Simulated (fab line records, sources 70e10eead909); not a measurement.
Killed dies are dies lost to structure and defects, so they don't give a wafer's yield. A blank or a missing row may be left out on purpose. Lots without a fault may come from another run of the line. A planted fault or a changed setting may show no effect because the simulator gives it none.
Chamber matching | flow nand_harc | NHARC_A_CHANNEL_HOLE_D1_ETCH_39 on rie_diel-13: 4 sister chambers
The step etches the open film in N2/H2, target depth 260 nm, time 325 s. 4 wafers are shown with their chamber, then 8 later ones without.

WAFERS WITH THEIR CHAMBER
wafer  | chamber | drypump_motor_current_A (A)
L289.4 | 2       | 5.8
L290.2 | 0       | 6.0
L290.4 | 1       | 5.6
L290.5 | 3       | 5.6

WAFERS WITHOUT THEIR CHAMBER
wafer  | drypump_motor_current_A (A)
L292.2 | 5.7
L292.3 | 6.0
L292.4 | 5.6
L295.3 | 6.0
L295.5 | 5.7
L295.6 | 5.8
L300.5 | 6.0
L301.5 | 5.6

WHICH CHAMBER EACH WENT THROUGH
wafer  | from the rows above          | in truth
L292.2 | can't be placed: 2 or 1 or 3 | 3
L292.3 | 0                            | 0
L292.4 | can't be placed: 1 or 3      | 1
L295.3 | 0                            | 0
L295.5 | can't be placed: 2 or 1 or 3 | 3
L295.6 | 2                            | 2
L300.5 | 0                            | 0
L301.5 | can't be placed: 1 or 3      | 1
Placed correctly: 4 of 8. Can't be placed from these rows: 4 (the true chamber is among the candidates in 4). Placed wrongly: 0.
How it was worked out, from the rows above alone: a wafer's distance from a chamber is the root of the sum, over the readings, of the square of ((its reading less the chamber's mean) divided by the reading's scatter). The wafer belongs to the nearest chamber; if the next one is less than 2 further off, it can't be placed. A chamber's mean is the mean of its shown wafers. The scatter: with one shown wafer a chamber, the root of the mean of the squares of how far each hidden wafer lies from its nearest shown one.
